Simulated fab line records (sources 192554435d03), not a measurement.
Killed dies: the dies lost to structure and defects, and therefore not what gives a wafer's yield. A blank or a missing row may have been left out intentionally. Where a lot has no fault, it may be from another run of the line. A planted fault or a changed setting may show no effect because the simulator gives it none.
A lot that was struck, set against a sound lot -- flow n5 finfet -- 43 out of 1938 route steps
Sound: these wafers, L391.1, L391.3, L391.6. The struck wafers were L403.1, L403.5, L403.6. At the end, the cause is stated.
At each step with rows: each side's tool, then ch and its chambers, then its first start. Under that, the readings that differ: sound wafers -- struck wafers -- difference of the means -- sigmas: that difference in standard deviations of wafers without a fault.
alike: words and numbers the same on both sides, and readings whose means are apart by under 2 such deviations; not compared: readings that were withheld, readings missing a value for some wafer, numbers with overlapping values and no deviation given by the record, and bounds like >300 which may hide the same value.
Wherever a step has rows on one side only, a row that says differs or no value, or a row with sigmas, the two part there. Non-overlapping numbers with no deviation appear without sigmas and do not part them. Lack of a reading on every wafer of one side parts them only where that side has two or more wafers.

first, 8 steps without rows for these wafers: N5_WELL_APT_HMDS_01 (time 60 s); N5_WELL_APT_COAT_02 (resist thk 950 nm); N5_WELL_APT_EBR_04; N5_WELL_APT_SOFTBAKE_03 (time 60 s); N5_WELL_APT_EXPOSE_05 (exposes mask NWELL, defocus 0 nm, target cd 200 nm); N5_WELL_APT_PEB_06 (peb time 90 s); N5_WELL_APT_DEVELOP_07 (develop time 45 s); N5_WELL_APT_HARDBAKE_12 (time 120 s).
N5_WELL_APT_CD_MEAS_08: the cd target is 200 nm.
  sound on cd sem-02 ch 0, day 2 13:43; struck on cd sem-01 ch 0, day 5 13:34
reading,sound,struck,difference,sigmas
cd nm (nm),202.7 202.4 202.4,201.3 197.6 196.6,-4.0,-2
N5_WELL_APT_OVL_MEAS_09:
  sound on overlay-01 ch 0, day 2 13:45; struck on overlay-02 ch 0, day 5 13:35
  alike: NWELL_OVL
N5_WELL_APT_INSPECT_10: inspects for defects (macro).
  sound on defect inspect-02, day 2 13:46; struck on defect inspect-02, day 5 13:37
  alike: raw defect count
N5_WELL_APT_DESCUM_13: chemistry O2, time 7.9 s.
  sound on rie diel-01 ch 1,3, day 2 13:56; struck on rie diel-01 ch 1,2,3, day 5 13:39
  alike: drypump motor current A, oes product au, rf fwd power W, rf vpp V, showerhead plenum p Torr, throttle valve pct
  not compared: rf hours counter h
N5_WELL_APT_IMPLANT_14:
  sound on implanter-02 ch 0, day 2 14:02; struck on implanter-02 ch 0, day 5 13:45
reading,sound,struck,difference,sigmas
dose ions cm2,1.5005e+13 1.5001e+13 1.5004e+13,1.0768e+13 1.0763e+13 1.0781e+13,-4.2327e+12,-99 or more
faraday current uA,188 191 191,134 137 138,-54,-16
then, 10 steps without rows for these wafers: N5_WELL_APT_IMPLANT_15; N5_WELL_APT_STRIP_16 (strips in SPM, time 900 s); N5_WELL_APT_HMDS_18 (time 60 s); N5_WELL_APT_COAT_19 (resist thk 950 nm); N5_WELL_APT_EBR_21; N5_WELL_APT_SOFTBAKE_20 (time 60 s); N5_WELL_APT_EXPOSE_22 (exposes mask PWELL, defocus 0 nm, target cd 200 nm); N5_WELL_APT_PEB_23 (peb time 90 s); N5_WELL_APT_DEVELOP_24 (develop time 45 s); N5_WELL_APT_HARDBAKE_29 (time 120 s).
N5_WELL_APT_CD_MEAS_25: the cd target is 200 nm.
  sound on cd sem-01 ch 0, day 2 14:59; struck on cd sem-02 ch 0, day 5 14:58
reading,sound,struck,difference,sigmas
cd nm (nm),197.6 197.4 198.6,203.6 202.7 200.8,+4.5,+2
N5_WELL_APT_OVL_MEAS_26:
  sound on overlay-02 ch 0, day 2 15:01; struck on overlay-02 ch 0, day 5 15:01
  alike: PWELL_OVL
N5_WELL_APT_INSPECT_27: inspects for defects (macro).
  sound on defect inspect-01, day 2 15:02; struck on defect inspect-02, day 5 15:02
reading,sound,struck,difference,sigmas
raw defect count,1 2 0,3 6 3,+3,+2
N5_WELL_APT_DESCUM_30: chemistry O2, time 7.9 s.
  sound on rie diel-04 ch 1,2, day 2 15:05; struck on rie diel-02 ch 0,1, day 5 15:04
  alike: drypump motor current A, oes product au, rf fwd power W, rf vpp V, showerhead plenum p Torr, throttle valve pct
  not compared: rf hours counter h
then, 3 steps without rows for these wafers: N5_WELL_APT_IMPLANT_31; N5_WELL_APT_IMPLANT_32; N5_WELL_APT_STRIP_33 (strips in SPM, time 900 s).
N5_WELL_APT_RTA_34: time 10 s.
  sound on rtp anneal-02 ch 0, day 2 15:50; struck on rtp anneal-02 ch 0, day 5 15:50
  alike: anneal temp c max, lamp power pct, wafer_temp_C_max
then, 4 steps without rows for these wafers: N5_WELL_APT_OXIDE_STRIP_42 (strips SiO2 in dHF, time 45 s, target depth 12 nm); N5_WELL_APT_PRECLEAN_36 (cleans in O3/DIW, time 45 s); N5_WELL_APT_PRECLEAN_39 (cleans in dHF, time 60 s); N5_WELL_APT_SRD_37 (time 30 s).
N5_WELL_APT_EPI_41: deposits Si from SiH4/H2, target thk 50 nm, time 297.7 s.
  sound on epi rpcvd-02 ch 0, day 2 16:05; struck on epi rpcvd-04 ch 0, day 5 16:09
  alike: throttle valve pct
N5_WELL_APT_INSPECT_38: inspects for defects (darkfield).
  sound on defect inspect-02, day 2 16:43; struck on defect inspect-01, day 5 16:47
  alike: raw defect count
N5_PMOS_HMC_CHANNEL_EPI_HM_DEP_34: deposits SiO2 from TEOS/O2, target thk 36 nm, time 6.9 s.
  sound on pecvd-03 ch 0,1,2, day 2 16:45; struck on pecvd-04 ch 0,1, day 5 16:49
  alike: heater power w, rf fwd power W, showerhead plenum p Torr, throttle valve pct
then, 4 steps without rows for these wafers: N5_PMOS_HMC_CHANNEL_EPI_COAT_31 (time 60 s, resist thk 66 nm); N5_PMOS_HMC_CHANNEL_EPI_COAT_03 (resist thk 205 nm); N5_PMOS_HMC_CHANNEL_EPI_EBR_05; N5_PMOS_HMC_CHANNEL_EPI_SOFTBAKE_04 (time 60 s).
-- here the record skips 7 days between the struck wafers' starts before and after, leaving off in module PMOS_HMC_CHANNEL_EPI and picking up in module BEOL_M4 (first step shown: number 1111 of the route) --
N5_BEOL_M4_RC_MEAS_101:
  sound on prober-02 ch 0, day 9 22:48; struck on prober-02 ch 0, day 12 08:23
reading,sound,struck,difference,sigmas
RS_NWELL (ohm/sq),1054 1044 1053,1256 1241,+198,+28
  alike: DIBL_N, DIBL_P, IOFF_N, IOFF_P, ION_N, ION_P, SS_N, SS_P, VT_N, VT_P

WHERE THEY PART
Last at N5_BEOL_M4_RC_MEAS_101 as far as this record goes, first at N5_WELL_APT_CD_MEAS_08.

WHY: what the simulator had put in
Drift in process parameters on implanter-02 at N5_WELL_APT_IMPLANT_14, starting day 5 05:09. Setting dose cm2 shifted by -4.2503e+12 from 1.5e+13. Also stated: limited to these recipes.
